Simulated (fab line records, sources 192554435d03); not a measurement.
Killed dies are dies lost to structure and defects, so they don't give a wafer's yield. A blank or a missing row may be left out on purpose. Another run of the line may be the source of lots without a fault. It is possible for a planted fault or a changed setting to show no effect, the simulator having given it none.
Chamber matching	flow n5Finfet	N5_BEOL_M8_CURE_74 on uvCure-02: 3 sister chambers
The step cures SiCOH lowk, time 240 s. 16 wafers are shown with their chamber, then 8 later ones without.

WAFERS WITH THEIR CHAMBER
wafer	chamber	wafer_temp_C_max	lampPowerPct (%)
L074.1	0	387.0	52.27
L074.2	0	387.7	52.32
L074.3	0	388.1	52.31
L074.4	0	387.8	52.35
L074.5	0	386.7	52.39
L074.6	0	387.2	52.28
L076.2	2	386.0	52.27
L076.3	2	386.6	52.35
L076.6	2	386.8	52.20
L077.1	1	386.3	52.34
L077.2	1	386.4	52.27
L077.4	1	386.2	52.38
L078.1	0	386.7	52.30
L078.2	0	387.3	52.41
L078.6	0	387.3	52.32
L081.1	0	387.1	52.28

SIGNATURES (means of the wafers above)
reading	chamber 0	chamber 1	chamber 2	scatter within a chamber
wafer_temp_C_max	387.290	386.300	386.467	0.418
lampPowerPct	52.3230	52.3300	52.2733	0.0537
Rule: for each reading, subtract the chamber's mean from the wafer's reading, divide by that reading's scatter and square the result; add these up over the readings and take the root, which gives the wafer's distance from the chamber. The wafer belongs to the nearest chamber; if the next one is less than 2 further off, it can't be placed. How the scatter is found: for the shown wafers, subtract from each reading the mean of its chamber, square and add these, divide the total by (wafers less chambers), then take the root.

WAFERS MISSING THEIR CHAMBER
wafer	wafer_temp_C_max	lampPowerPct (%)
L081.3	387.1	52.34
L081.6	387.6	52.37
L086.1	387.1	52.27
L086.2	387.5	52.38
L086.5	386.8	52.36
L090.1	387.2	52.27
L090.2	386.8	52.32
L090.6	386.9	52.32

WHICH CHAMBER EACH ONE RAN IN
wafer	from the rows above	in truth
L081.3	can't be placed: 0 or 1 or 2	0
L081.6	0	0
L086.1	can't be placed: 0 or 2 or 1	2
L086.2	can't be placed: 0 or 1 or 2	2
L086.5	can't be placed: 1 or 0 or 2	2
L090.1	can't be placed: 0 or 2 or 1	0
L090.2	can't be placed: 0 or 2 or 1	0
L090.6	can't be placed: 0 or 2 or 1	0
Correct placement for 1 of the 8. Unplaceable from these rows: 7, with the true chamber sitting among the candidates in 7. Number placed wrongly: 0.
